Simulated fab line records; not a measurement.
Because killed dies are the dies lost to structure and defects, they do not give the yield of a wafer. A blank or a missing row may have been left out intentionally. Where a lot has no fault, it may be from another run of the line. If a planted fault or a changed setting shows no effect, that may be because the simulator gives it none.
A lot that was struck, set against a sound lot	flow n5-finfet	29 steps out of a route of 1938
Sound: the wafers L613.1, L613.3, L613.6. Struck: wafers L600.3, L600.6. (L600.2 of the same lot was not struck and is left out.) The cause comes at the end.
Each step with rows lists, per side, the tool, then ch with its chambers, then its first start. Under that, the readings that differ: sound wafers	struck wafers	difference of the means	sigmas: that difference in standard deviations of wafers without a fault.
alike: same words and numbers on both sides, and readings whose means sit less than 2 such deviations apart. not compared: any withheld reading, any reading some wafer has no value for, any bound like >300 that may hide the same value, and any number with overlapping values for which the record gives no deviation.
A row with sigmas, a row that says differs or no value, or rows on one side alone: a step with any of these is where the two part. Numbers that don't overlap but have no deviation are shown without sigmas and don't part them. A reading missing from all wafers of one side parts the sides only when that side holds two or more wafers.

first, 9 steps without rows for these wafers: N5_BEOL_M0_SAQP_EXPOSE_37 (exposes mask M0 CUT1, target cd 30 nm); N5_BEOL_M0_SAQP_PEB_38 (peb time 60 s); N5_BEOL_M0_SAQP_DEVELOP_39 (develop time 30 s); N5_BEOL_M0_SAQP_DESCUM_45 (chemistry O2, time 7 s); N5_BEOL_M0_SAQP_ETCH_88 (etches underlayer in N2/H2, target depth 6.5 nm, time 5.2 s); N5_BEOL_M0_SAQP_ETCH_73 (etches SiARC in CF4, target depth 19.5 nm, time 32.5 s); N5_BEOL_M0_SAQP_CUT_ETCH_46 (etches SOC in N2/H2, target depth 135 nm, overetch 27 nm, time 202.5 s); N5_BEOL_M0_SAQP_STRIP_74 (strips in N2/H2); N5_BEOL_M0_SAQP_STRIP_89 (strips in N2/H2).
N5_BEOL_M0_SAQP_ALD_48: deposits SiO2, target thk 20 nm, pulse time 1 s, co reactant pulse time 1 s.
  sound on ald-sin-03 ch 2,3, day 10 22:06; struck on ald-sin-03 ch 1,3, day 7 18:28
reading	sound	struck	difference	sigmas
ald-cycles	139 139 139	72 72	-67	
model.SiO2_of_BEOL_M0_SAQP_ALD_48.thk-nm (nm)	19.8 20 20	10.2 10.4	-9.6	
  alike: heater-power-w, precursor-pulse-height-rel
then, 15 steps without rows for these wafers: N5_BEOL_M0_SAQP_ETCH_49 (etches SiO2 in CF4/O2, target depth 37 nm); N5_BEOL_M0_SAQP_STRIP_75 (strips in CF4); N5_BEOL_M0_CUTY_COAT_50 (time 60 s, resist thk 15 nm); N5_BEOL_M0_CUTY_COAT_51 (resist thk 150 nm); N5_BEOL_M0_CUTY_EBR_52; N5_BEOL_M0_CUTY_SOFTBAKE_53 (time 60 s); N5_BEOL_M0_CUTY_EXPOSE_54 (exposes mask M0 ABLK); N5_BEOL_M0_CUTY_PEB_55 (peb time 60 s); N5_BEOL_M0_CUTY_DEVELOP_56 (develop time 30 s); N5_BEOL_M0_CUTY_DESCUM_61 (chemistry O2, time 7.9 s); N5_BEOL_M0_CUTY_ETCH_62 (etches SiARC in CF4, time 58.5 s); N5_BEOL_M0_CUTY_ETCH_63 (etches SOC in N2/H2, target depth 82.7 nm, overetch 16.5 nm, time 124 s); N5_BEOL_M0_CUTY_STRIP_64 (strips in N2/H2); N5_BEOL_M0_ETCH_138 (etches SiCN in CH3F/O2, target depth 12 nm, time 31.6 s); N5_BEOL_M0_HM_OPEN_105 (chemistry Cl2/BCl3, target TiN, target depth 12 nm).
N5_BEOL_M0_STRIP_140: strips in CF4.
  sound on rie-diel-02 ch 0,2,3, day 11 00:43; struck on rie-diel-05 ch 0,2, day 7 20:03
reading	sound	struck	difference	sigmas
model.SiO2_of_BEOL_M0_SAQP_ALD_48.thk-nm (nm)	11.6 10.4 11.6	6 6.4	-5	
  alike: drypump-motor-current-A, oes-product-au, power-w, rf-vpp-V, showerhead-plenum-p-Torr, throttle-valve-pct
  not compared: rf-hours-counter-h
then, 1 step without rows for these wafers: N5_BEOL_M0_STRIP_104 (strips in N2/H2).
-- record jumps: 2 days separate the struck wafers' starts on either side; left off in module BEOL_M0, taken up again in module BEOL_M4, whose first shown step is the route's number 1111 --
N5_BEOL_M4_RC_MEAS_101:
  sound on prober-02 ch 0, day 13 05:02; struck on prober-01 ch 0, day 9 20:24
reading	sound	struck	difference	sigmas
DIBL_N (mV/V)	33.9 34.6 34.1	39.1 39.6	+5.1	+3
IOFF_N (nA/um)	0.11 0.13 0.13	0.20 0.21	+0.08	+3
ION_N (uA/um)	653 654 659	665 694	+24	+2
VT_N (mV)	255 253 255	245 245	-9	-3
  alike: DIBL_P, IOFF_P, ION_P, SS_N, SS_P, VT_P
-- the record jumps here: 4 days lie between the struck wafers' starts before and after (it left off in module BEOL_M4 and takes up again in module PASSIVATION, whose first step shown is number 1936 of the route) --
N5_PASSIVATION_PROBE_49:
  sound on prober-01 at day 17 14:25; struck on prober-02 at day 13 21:59
  alike: defect-limited-yield, killed_at_M0_to_M3, killed_at_M4_up, killed-at-contacts, killed-at-front-end, killed-at-other, killed-dies, killed-on-rim, killed-open, killed-short, sort_bin_4_leakage, sort_bin_5_function, sort_bin_6_memory, sort-n-pass, sort-yield-pct

== WHERE THEY PART ==
At N5_BEOL_M4_RC_MEAS_101 and nowhere else, as far as this record goes. Later steps at which nothing parts them and some readings are alike: N5_PASSIVATION_PROBE_49.

WHY: the cause the simulator had injected
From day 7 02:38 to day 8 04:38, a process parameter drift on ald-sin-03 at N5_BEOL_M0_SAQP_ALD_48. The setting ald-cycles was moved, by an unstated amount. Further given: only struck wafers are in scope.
